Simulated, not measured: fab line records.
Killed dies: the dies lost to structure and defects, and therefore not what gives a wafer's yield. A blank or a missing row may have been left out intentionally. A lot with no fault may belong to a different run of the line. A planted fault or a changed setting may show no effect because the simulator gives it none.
fab line records	flow n5_finfet
[record] lots = 3	wafers = 8	last_day = 17
route steps=1938 shown SD_EPI_P@302 SD_ACTIVATION@330 ILD0@335 BEOL_M4@1111
lots that met no fault: from a run of the same line without faults
start_h: hours from the record's first day to the start of the lot's first wafer shown	wait_h: hours from the lot's prior step to this one	" unchanged from the row above	L1.1+2: several wafers, shown together as one row	- no value, or no start was given	* or withheld: withheld	< > ~ a bound
route shown NAME@n: NAME is a module with steps in the file, n the number in the route of the first one	usual: mean/standard deviation taken from wafers without a fault	same: alike in all rows	chamber/n: place in a boat	sites: per-site readings	_std_site: standard deviation of those values	_edge_site: the outer-site mean with the inner-site mean subtracted	radius_mm: for every site, how far away it sits from the centre of the wafer	mask NAME#n: copy n	behind: the tool/chamber that last shaped the wafer	hold: cause of the lot's hold/its duration in hours/its outcome	device: names the non-switching transistor (n, p or np)	end of line: the same wafers' tests at the end of the route	a step given without rows: its recipe and nothing more	killed: dies that structure and defects cost at the first sort, which is not the same as the wafer's yield	map: dies across one wafer; x = killed, . = not, _ = none there
set.NAME: the run value of the setting; set.NAME@STEP: its run value at that earlier step	model.NAME: the simulator's own value behind a step, which no gauge read
lots at some steps of the route; a table a step, a row a wafer
services: a tool's chamber out of use, with start hour (start_h, from the record's first day; less than 0 if before it), hours out, and reason
[[steps]]
[step N5_SD_EPI_P_DEVELOP_08]
[recipe] develop_time_s = 30	developer = TMAH	resist = CAR-ArF-block	dev_temp_c = 23	rinse_liquid = diw	dry = air_spin
[step N5_SD_EPI_P_DESCUM_14]
[recipe] chemistry = O2	time_s = 7.9	source_power_w = 50	bias_power_w = 20	pressure_mtorr = 20	rf_frequency_hz = 2.712e+07	temp_c = 40	resist = CAR-ArF-block	o2_flow_sccm = 225
[step N5_SD_EPI_P_ETCH_36]
[recipe] chemistry = CF4	target = SiARC	target_depth_a = 455	mask_material = CAR-ArF-block	time_s = 75.8	ion_energy_ev = 80	pressure_mtorr = 40	source_w = 545	bias_w = 36	Ar_flow_sccm = 100	cf4_flow_sccm = 100	ends = cleared
[step N5_SD_EPI_P_ETCH_37]
[recipe] chemistry = N2/H2	target = SOC	overetch_a = 1080	mask_material = SiARC	temp_c = 40	ion_energy_ev = 100	source_w = 3000	bias_w = 133	pressure_mtorr = 20	time_s = 486	n2_flow_sccm = 200	h2_flow_sccm = 200	ends = end_point
[step N5_SD_EPI_P_STRIP_38]
[recipe] chemistry = N2/H2	temp_c = 40	n2_flow_sccm = 200	h2_flow_sccm = 200	rf_frequency_hz = 6e+07
[step N5_SD_EPI_P_ETCHBACK_46]
[recipe] chemistry = CH3F/O2	mode = anisotropic_etchback	target = SiNx	target_depth_a = 175	stop_on = SiO2	over_etch_frac = 0.3	ion_energy_ev = 120	pressure_mtorr = 30	source_w = 395	bias_w = 73	Ar_flow_sccm = 150	CH3F_flow_sccm = 30	O2_flow_sccm = 20
[step N5_SD_EPI_P_ETCH_47]
[recipe] chemistry = CH3F/O2	target = SiOCN	target_depth_a = 250	mask_material = SOC	ion_energy_ev = 60	bias_w = 29	pressure_mtorr = 30	source_w = 410	Ar_flow_sccm = 150	CH3F_flow_sccm = 30	O2_flow_sccm = 20
[step N5_SD_EPI_P_ETCH_16]
[recipe] chemistry = CHF3/O2	target = SiO2	target_depth_a = 50	mask_material = SOC	pressure_mtorr = 30	source_w = 650	bias_w = 170	Ar_flow_sccm = 200	CHF3_flow_sccm = 50	O2_flow_sccm = 5	ion_energy_ev = 200
[step N5_SD_EPI_P_STRIP_50]
[recipe] chemistry = CHF3/O2	resist = SiARC	rf_frequency_hz = 6e+07
[step N5_SD_EPI_P_SD_RECESS_17]
[recipe] chemistry = HBr/Cl2/O2	target_depth_a = 391	bt_time_s = 3	pressure_mtorr = 10	icp_w = 800	bias_w = 112	HBr_flow_sccm = 150	Cl2_flow_sccm = 80	O2_flow_sccm = 12
[usual] drypump_motor_current_A = 5.7/0.55	oes_product_au = 1.008/0.017	throttle_valve_pct = 36.95/0.21
lot.wafer	tool	chamber	start_h	wait_h	drypump_motor_current_A	oes_product_au	rf_hours_counter_h	throttle_valve_pct	model.SD_EPI_P.feature_depth_nm	model.etch.depth_nm
L536.2	rie_si-01	1	61.58	0.0	5.9	1.002	155	36.91	38.6	38.53
L536.3	"	3	"	"	5.6	1.029	119	36.87	39.4	39.37
L536.6	"	2	"	"	5.3	1.004	-	37.08	39.2	39.18
L542.2	rie_si-01	3	97.26	0.0	5.6	1.030	119	36.90	39.2	39.15
L542.4	"	0	"	"	6.4	0.991	136	36.49	36	36
L556.1	rie_si-02	1	179.50	0.0	5.0	1.015	6	37.18	39.2	39.2
L556.3	"	2	"	"	6.6	1.026	159	37.25	38.2	38.27
L556.6	"	1	"	"	4.9	1.012	-	37.17	39.2	39.17
[step N5_SD_EPI_P_WET_ETCH_45]
[recipe] chemistry = dHF	dilution = withheld	time_s = 10.7	target = SiO2	target_depth_a = 20	temp_c = 25	dry = ipa_marangoni	rinse_time_s = 30	rinse_temp_c = 23
[step N5_SD_EPI_P_STRIP_40]
[recipe] chemistry = N2/H2	power_w = 1000	temp_c = 250	h2_frac = 0.65	overash_fraction = 0.3	pressure_mtorr = withheld	n2_flow_sccm = 1750	h2_flow_sccm = 3250
[step N5_SD_EPI_P_PRECLEAN_52]
[recipe] chemistry = O3/DIW	time_s = 60	temp_c = 22	o3_ppm = 10
[step N5_SD_EPI_P_SRD_20]
[recipe] dry = ipa_marangoni	do_ppb = 5	time_s = 30	temp_c = 23	rinse_liquid = diw
[step N5_SD_EPI_P_PRECLEAN_51]
[recipe] chemistry = NF3:NH3	afs_cycles = 1	temp_c = 30	time_s = 20	sublimation_temp_c = 180	sublimation_time_s = 60	pressure_torr = 3	rf_power_w = 30
[step N5_SD_EPI_P_VAPOR_ETCH_44]
[recipe] chemistry = NF3/Ar	target = SiGe30	temp_c = 25	time_s = 3.3	mode = isotropic
[step N5_SD_EPI_P_EPI_21]
[recipe] material = SiGe:B	dopant = B	temp_c = 550	pressure_torr = 20	ambient = H2	time_s = 355
[step N5_SD_EPI_P_HM_STRIP_48]
[recipe] chemistry = H3PO4	temp_c = 160	material = SiNx	target = SiNx	target_depth_a = 30	overetch_fraction = 0.3
[step N5_SD_EPI_P_SRD_49]
[recipe] dry = ipa_marangoni	time_s = 30	temp_c = 23	rinse_liquid = diw
[step N5_SD_EPI_P_PRECLEAN_24]
[recipe] chemistry = O3/DIW	time_s = 45	temp_c = 22	o3_ppm = 10
[step N5_SD_EPI_P_PRECLEAN_32]
[recipe] chemistry = dHF	time_s = 10	dilution = 500:1	temp_c = 25
[step N5_SD_EPI_P_PRECLEAN_33]
[recipe] chemistry = SC2	time_s = 45	temp_c = 35	mix = 1:1:50
[step N5_SD_EPI_P_SRD_25]
[recipe] time_s = 30	temp_c = 23	rinse_liquid = diw	dry = ipa_marangoni
[step N5_SD_ACTIVATION_RTA_00]
[recipe] temp_c = 975	time_s = 0	ambient = N2	idle_temp_c = 600	ramp_up_c_per_s = 150	ramp_down_c_per_s = 60	cool_to_c = 600
[step N5_SD_ACTIVATION_LSA_01]
[recipe] temp_c = 1080	time_s = 0.0008	ambient = N2
[step N5_ILD0_LINER_00]
[recipe] material = SiNx	target_thk_a = 40	temp_c = 400	ald_precursor_family = SiH2I2	ald_co_reactant = N2/H2-plasma	pulse_time_s = 1	purge_time_s = 2	co_reactant_purge_time_s = 2	ald_cycles = 80	pressure_torr = 2
[step N5_ILD0_FCVD_FILL_01]
[recipe] material = SiO2_flowable	target_thk_a = 2000	temp_c = 100	pressure_torr = 0.8	rf_w = 2000	time_s = 328.3
[step N5_ILD0_CURE_02]
[recipe] temp_c = 450	time_s = 1800	ambient = steam	idle_temp_c = 400	ramp_up_c_per_min = 5	ramp_down_c_per_min = 3	densification_p_h2o_torr = 640
[step N5_ILD0_CMP_03]
[recipe] stop_on = SiNx	t_overpolish_s = 1.9	post_cmp_clean = alkaline_brush	down_force_psi = 4.1491	platen_rpm = 51.796	pad_velocity_m_s = 1.0306	target_thk_nm = 197.38
[step N5_ILD0_CMP_07]
[recipe] stop_on = poly-Si	material = SiO2_flowable	t_overpolish_s = 1.18	post_cmp_clean = alkaline_brush	down_force_psi = 4.1491	platen_rpm = 51.796	pad_velocity_m_s = 1.0306	target_thk_nm = 138.88
[step N5_ILD0_PRECLEAN_10]
[recipe] chemistry = NF3:NH3	afs_cycles = 5	time_s = 20	temp_c = 30	sublimation_temp_c = 180	sublimation_time_s = 60	pressure_torr = 3	rf_power_w = 30
[step N5_ILD0_ALD_15]
[recipe] material = SiNx	target_thk_a = 240	temp_c = 400	ald_precursor_family = SiH2I2	ald_co_reactant = N2/H2-plasma	pulse_time_s = 1	ald_cycles = 480	purge_time_s = 2	co_reactant_purge_time_s = 2	pressure_torr = 2
[step N5_BEOL_M4_RC_MEAS_101]
[usual] CJ_P = 5.81/0.14	DIBL_N = 36.3/1.4	DIBL_P = 36.2/1.5	IOFF_N = 0.160/0.021	IOFF_P = 0.211/0.027	ION_N = 676/7.7	ION_P = 463/5.5	SS_N = 71.4/0.57	SS_P = 73.3/0.58	VT_N = 249.3/2.5	VT_P = -250.1/2.6
lot.wafer	tool	chamber	start_h	wait_h	CJ_P	DIBL_N[mV/V]	DIBL_P[mV/V]	IOFF_N[nA/um]	IOFF_P[nA/um]	ION_N[uA/um]	ION_P[uA/um]	SS_N[mV/dec]	SS_P[mV/dec]	VT_N[mV]	VT_P[mV]
L536.2	prober-01	0	181.69	0.2	5.61	38.7	38.4	0.179	0.243	674	463	71.8	73.8	248.3	-248.6
L536.3	"	0	"	"	5.77	39.5	39.5	0.202	0.268	682	467	72.1	74.0	244.0	-247.0
L536.6	"	0	"	"	5.72	38.9	38.5	0.187	0.254	680	465	71.6	73.5	246.7	-246.5
L542.2	prober-01	0	214.40	0.2	5.81	36.5	34.9	0.147	0.196	670	467	71.1	72.8	248.7	-246.6
L542.4	"	0	"	"	5.33	36.7	34.5	0.152	0.181	681	456	71.1	73.4	248.6	-252.4
L556.1	prober-01	0	300.62	0.0	5.72	35.0	36.0	0.140	0.211	667	465	71.1	72.8	250.3	-250.5
L556.3	"	0	"	"	5.64	36.2	38.5	0.167	0.231	676	462	71.1	73.8	247.4	-247.8
L556.6	"	0	"	"	5.78	33.9	35.6	0.123	0.192	664	462	71.1	73.3	253.1	-251.2
[[services]]
tool	chamber	start_h	hours	kind
rie_si-01	-	59.69	1.5	repair
rie_si-02	2	101.70	3.4	repair
rie_si-01	3	121.54	2.4	repair
rie_si-01	0	122.46	1.1	repair
rie_si-01	-	157.55	4.3	pm
[[key]]
[first_sign] step = N5_BEOL_M4_RC_MEAS_101	reading = CJ_P	direction = down	sigmas = 3.5	usual = 5.81	struck = 5.33
effect none on later readings
[model_effect] step = N5_SD_EPI_P_SD_RECESS_17	value = SD_EPI_P.feature_depth_nm	without = 39.4	struck = 36
met_at N5_SD_EPI_P_SD_RECESS_17
struck_wafers L542.4
onset_between 61.58 97.26
[fault] kind = process_parameter_drift	tool = rie_si-01	chamber = -	onset_h = 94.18	steps = N5_SD_EPI_P_SD_RECESS_17	channel = target_depth_a	offset = -33.361	shape = step	end_h = 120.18	scope = struck_wafers_only	acts_in = these_recipes_only	stated = 391
